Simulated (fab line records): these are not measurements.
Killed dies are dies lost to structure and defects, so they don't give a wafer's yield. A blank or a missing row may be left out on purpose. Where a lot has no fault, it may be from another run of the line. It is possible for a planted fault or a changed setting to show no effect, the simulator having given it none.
8D (eight disciplines) problem report, filled in by code | flow n5-finfet | the parts of the form that need people (team, actions taken, sign-off) are left out

== 1. THE ISSUE ==
At N5_PASSIVATION_PROBE_49, killed_at_M0_to_M3 averages 129 over 6 wafers from 2 lots, while fault-free wafers read 33, standard deviation 11. Measured from the usual mean, that is +8.7 standard deviations.
Earliest sighting: wafer L525.2 on prober-01 at day 15 11:32. The record holds 15 wafers of 5 lots with a number at this step. Rule for "out", or "out of limits": more than 4 standard deviations from the usual mean. The rest of the wafers with a number are treated as sound.

== 2. WHAT IT IS, AND WHAT IT ISN'T ==
question                    | is                                                                                 | is not
which readings at this step | killed_at_M0_to_M3, defect-limited-yield, killed-dies, sort-n-pass, sort-yield-pct | killed-at-contacts, killed-at-front-end, killed-short
which lots                  | L525, L527                                                                         | L521, L524, L531
which wafers of those lots  | all that have a number                                                             | -
read on which tools         | prober-01                                                                          | prober-02
when                        | from day 15 11:32                                                                  | up to then (6 sound wafers); but 3 sound wafers of L531 came after

== 3. THE SUSPECTS, EACH WITH WHAT RULES IT OUT ==
Counting: any tool at a process step up to the reading is kept as a suspect provided that every lot that is out went through it and no sound lot did after the first of them.
- rie-diel-03 at N5_BEOL_M1_ETCH_69 (etches SiARC in CF4, target depth 15.6 nm, time 26 s): kept. Every lot that is out went through it, starting with L525 (day 9 09:41), and after that it ran no sound lot; the last sound lot it ran before then is L524 (day 9 00:33).
- rie-diel-04 at N5_PASSIVATION_PASS_ETCH_74 (etches SiNx in CF4/O2, target depth 220 nm, time 110 s): kept. It ran every lot that is out, first L525 (day 15 04:34), and no sound lot after that.
- rie-diel-04 at N5_PASSIVATION_ETCH_15 (etches SiCN in CF4/N2, target depth 75 nm, time 81.2 s): kept. It ran every lot that is out, first L525 (day 15 11:32), and no sound lot after that. With no start given for some of its lots, N5_PASSIVATION_ETCH_15 uses the hours and lot order of N5_PASSIVATION_PROBE_49.
- prober-01 at N5_PASSIVATION_PROBE_49: kept. Every lot that is out went through it, starting with L525 (day 15 11:32), and after that it ran no sound lot; the last sound lot it ran before then is L521 (day 14 05:55). Out on those wafers are its own readings of defect-limited-yield, killed_at_M0_to_M3, killed-dies, sort-n-pass, sort-yield-pct.
Left after counting: rie-diel-03 at N5_BEOL_M1_ETCH_69, rie-diel-04 at N5_PASSIVATION_PASS_ETCH_74, rie-diel-04 at N5_PASSIVATION_ETCH_15, prober-01 at N5_PASSIVATION_PROBE_49.

== 4. THE CAUSE (what the simulator had put in) ==
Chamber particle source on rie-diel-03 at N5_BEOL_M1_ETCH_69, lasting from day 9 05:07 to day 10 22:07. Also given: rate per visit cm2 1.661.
4 suspects survive the count, and this tool is in that group.

== 5. THE EFFECT CHAIN, in route order ==
Rows list readings where the struck wafers' mean (over those with a number) sits beyond 3 standard deviations from the usual. Only readings for which the record gives a usual standard deviation are gone through. hours: the time from each lot's start at the first step in this table that gives one to its start at this step, as a median over the lots. sigmas: the change in usual standard deviations.
hours | step                    | reading              | usual  | on struck wafers | change | sigmas
0     | N5_PASSIVATION_PROBE_49 | defect-limited-yield | 91.5 % | 83.5             | -8.0   | -6.2
0     | N5_PASSIVATION_PROBE_49 | killed_at_M0_to_M3   | 33     | 129              | +96    | +8.7
0     | N5_PASSIVATION_PROBE_49 | killed-dies          | 101    | 196              | +94    | +5.9
0     | N5_PASSIVATION_PROBE_49 | killed-on-rim        | 13     | 26               | +13    | +3.8
0     | N5_PASSIVATION_PROBE_49 | sort_bin_5_function  | 5.0 %  | 9.6              | +4.6   | +5.3
0     | N5_PASSIVATION_PROBE_49 | sort-n-pass          | 1079   | 984              | -94    | -5.9
0     | N5_PASSIVATION_PROBE_49 | sort-yield-pct       | 91.5 % | 83.5             | -8.0   | -6.2
It contains these process steps:
- N5_PASSIVATION_PROBE_49

== 6. HOW IT WOULD HAVE BEEN CAUGHT EARLIER ==
First out-of-limits reading in this record: day 15 11:32, which is 150 hours after fault onset at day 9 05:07.
No tool reading at N5_BEOL_M1_ETCH_69 that has a usual standard deviation in the record was out on any struck wafer, so an alarm limit of 4 standard deviations on those readings would not have fired.
All the lots that are out (2) had begun N5_BEOL_M1_ETCH_69 on rie-diel-03 by day 15 11:32. None of them would have been spared by holding the tool at that moment.
